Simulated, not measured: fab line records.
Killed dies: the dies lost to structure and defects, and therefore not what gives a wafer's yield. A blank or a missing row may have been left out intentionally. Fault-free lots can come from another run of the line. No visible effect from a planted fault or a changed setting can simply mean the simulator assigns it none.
Code-filled problem report in 8D (eight disciplines) form / flow n5 finfet / the parts of the form that need people (team, actions taken, sign-off) are left out

1. PROBLEM STATEMENT
At N5_BEOL_M6_OCD_MEAS_38, trench depth nm averages 86.5 nm over 3 wafers from 2 lots, while fault-free wafers read 94.1 nm, standard deviation 1.3. That puts it -5.9 standard deviations away from the usual mean.
The first sign was on wafer L140.1 at day 14 18:28, on ocd-01. The record holds 27 wafers of 9 lots with a number at this step. The rule behind "out" and "out of limits": a value lying over 4 standard deviations away from the usual mean. All remaining wafers that have a number are taken as sound.

2. WHAT IT IS AND WHAT IT IS NOT
question=which readings at this step | is=trench depth nm | is not=-
question=which lots | is=L140, L143 | is not=L128, L129, L130, L135, L142, L144, L148
question=which wafers of those lots | is=L140.1, L143.1, L143.6 | is not=L140.2, L140.4, L143.3
question=read on which gauges | is=ocd-01 | is not=ocd-02
question=when | is=from day 14 18:28 | is not=up to then (14 sound wafers); but 10 sound wafers of L142, L143, L144, L148 came after

3. THE SUSPECTS, EACH WITH WHAT RULES IT OUT
Counting: any tool at a process step up to the reading remains a suspect provided it ran every lot that is out. Sound lots after the first of them don't rule it out here, since some wafers of a struck lot are sound.
- ruled out: the gauge at N5_BEOL_M6_OCD_MEAS_38. All the wafers that are out were read on ocd-01, but those of them that N5_BEOL_M6_TRENCH_ETCH_37 has rows for are out there too, on other tools.
- rie diel-05 at N5_BEOL_M6_STRIP_36 (strips in N2/H2): kept. Ran every lot that is out, first one L140 (day 14 18:16); last sound lot up to then L130 (day 10 09:11).
- rie diel-05 at N5_BEOL_M6_TRENCH_ETCH_37 (etches SiCOH lowk in C4F6/O2, target depth 94.435 nm, time 31.5 s): kept. Ran every lot that is out, first one L140 (day 14 18:18); last sound lot up to then L130 (day 10 09:13). On those wafers its own readings are out: rf fwd power W, rf vpp V.
- rie diel-05 at N5_BEOL_M6_STRIP_80 (strips in N2/H2, time 10 s): kept. Ran every lot that is out, first one L140 (day 14 18:28); last sound lot up to then L130 (day 10 09:22). N5_BEOL_M6_STRIP_80 gives no start for some lots, so the hours and the order of its lots are those of N5_BEOL_M6_OCD_MEAS_38.
- At N5_BEOL_M6_STRIP_36, inside rie diel-05: chamber 0 took the wafers that are out, while their sound lot-mates went through chambers 2, 3.
- At N5_BEOL_M6_TRENCH_ETCH_37, inside rie diel-05: chamber 0 took the wafers that are out, while their sound lot-mates went through chambers 2, 3.
- At N5_BEOL_M6_STRIP_80, inside rie diel-05: chamber 0 took the wafers that are out, while their sound lot-mates went through chambers 2, 3.
After the count, these remain: rie diel-05 at N5_BEOL_M6_STRIP_36, rie diel-05 at N5_BEOL_M6_TRENCH_ETCH_37 and rie diel-05 at N5_BEOL_M6_STRIP_80.

4. THE CAUSE (what the simulator had put in)
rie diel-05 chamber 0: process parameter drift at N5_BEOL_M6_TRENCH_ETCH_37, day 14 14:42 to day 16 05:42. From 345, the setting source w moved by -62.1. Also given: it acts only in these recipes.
Of the 3 suspects that counting leaves, this tool is one.

5. THE EFFECT CHAIN, in route order
One row per reading whose mean, taken over the struck wafers that have a number, lies over 3 standard deviations from the usual. Scope: only readings with a usual standard deviation given in the record; hours: median across lots of the time from each lot's start at the first step in this table that gives one to its start at this step; sigmas: change in usual standard deviations.
hours=0; step=N5_BEOL_M6_TRENCH_ETCH_37; reading=oes_f_703_au; usual=0.78 a.u.; on struck wafers=0.59; change=-0.19; sigmas=-3.1
hours=0; step=N5_BEOL_M6_TRENCH_ETCH_37; reading=rf fwd power W; usual=340.4 W; on struck wafers=275.7; change=-64.7; sigmas=-29
hours=0; step=N5_BEOL_M6_TRENCH_ETCH_37; reading=rf vpp V; usual=666 V; on struck wafers=743; change=+77; sigmas=+12
hours=0; step=N5_BEOL_M6_OCD_MEAS_38; reading=trench depth nm; usual=94.1 nm; on struck wafers=86.5; change=-7.6; sigmas=-5.9
hours=3; step=N5_BEOL_M6_THK_MEAS_53; reading=M6_THK; usual=78.7 nm; on struck wafers=71.5; change=-7.2; sigmas=-4.5
hours=3; step=N5_BEOL_M6_RS_MEAS_57; reading=M6_RS; usual=0.288 ohm/sq; on struck wafers=0.323; change=+0.035; sigmas=+5.5
It contains these process steps:
- N5_BEOL_M6_TRENCH_ETCH_37: etches SiCOH lowk in C4F6/O2, target depth 94.435 nm, time 31.5 s.

6. HOW IT WOULD HAVE BEEN CAUGHT EARLIER
4 hours passed between the start of the fault at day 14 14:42 and the first reading out of limits at a measuring or inspecting step in this record, taken at day 14 18:28.
At N5_BEOL_M6_TRENCH_ETCH_37, the tool's own readings (rf fwd power W, rf vpp V) were out on each struck wafer the step has a row for, so an alarm limit on them would have fired on the first such wafer.
Lots out: 2; of these, L143 started N5_BEOL_M6_TRENCH_ETCH_37 on rie diel-05 after day 14 18:28. It would have been spared by a hold on the tool at that moment.
